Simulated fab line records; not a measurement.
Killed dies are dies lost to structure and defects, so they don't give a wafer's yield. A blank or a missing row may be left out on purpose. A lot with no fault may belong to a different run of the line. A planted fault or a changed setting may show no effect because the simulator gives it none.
Chamber matching ; flow nand harc ; NHARC_A_CHANNEL_FILL_D2_STRIP_29 on rie diel-11: 4 sister chambers
The step strips in O2, time 20 s. 18 wafers are shown with their chamber, then 9 later ones without.

## WAFERS, EACH WITH ITS CHAMBER
wafer;chamber;drypump motor current A (A);oes product au (a.u.);chamber pressure mTorr (mTorr)
L126.2;2;5.6;1.008;60.05
L126.4;0;5.7;1.001;60.03
L126.6;1;6.6;0.997;60.08
L129.1;3;6.4;1.008;60.03
L129.2;0;5.7;1.008;60.03
L129.3;1;6.5;0.985;60.04
L130.1;3;6.4;1.007;59.90
L130.3;0;5.7;1.007;59.97
L130.5;1;6.5;0.998;60.04
L131.1;3;6.4;0.997;59.92
L131.3;0;5.7;1.008;60.00
L131.4;1;6.6;1.003;60.00
L141.1;0;5.7;1.020;59.90
L141.2;3;6.4;1.016;59.93
L141.6;0;5.7;1.012;60.00
L142.1;2;5.6;1.015;60.04
L142.5;0;5.7;1.011;60.02
L142.6;3;6.4;1.005;60.01

SIGNATURES (averages over the wafers above)
reading;chamber 0;chamber 1;chamber 2;chamber 3;scatter within a chamber
drypump motor current A;5.700;6.550;5.600;6.400;0.0267
oes product au;1.00957;0.99575;1.01150;1.00660;0.00647
chamber pressure mTorr;59.9929;60.0400;60.0450;59.9580;0.0459
Rule: a wafer lies at a distance from a chamber equal to the root of the sum of squares, over the readings, of (its reading less the chamber's mean, divided by the reading's scatter). If the next closest chamber is less than 2 further off than the closest, the wafer can't be placed; otherwise it belongs to the closest. The scatter: take each reading less its chamber's mean, square it, sum over the shown wafers, divide by the number of wafers less the number of chambers, and take the root.

## WAFERS WITHOUT THEIR CHAMBER
wafer;drypump motor current A (A);oes product au (a.u.);chamber pressure mTorr (mTorr)
L145.1;6.6;0.998;59.95
L145.2;6.4;1.013;59.98
L145.4;5.7;1.010;60.03
L144.1;6.4;1.023;59.93
L144.3;6.5;1.006;59.91
L144.5;5.7;1.008;60.01
L146.1;6.5;0.995;60.01
L146.4;5.7;1.005;59.94
L146.6;6.4;1.019;60.01

## CHAMBER TAKEN BY EACH
wafer;from the rows above;in truth
L145.1;1;1
L145.2;3;3
L145.4;0;0
L144.1;3;3
L144.3;can't be placed: 1 or 3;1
L144.5;0;0
L146.1;1;1
L146.4;0;0
L146.6;3;3
8 of 9 placed correctly. From these rows, 1 cannot be placed; in 1 the true chamber is one of the candidates. Wrongly placed: 0.
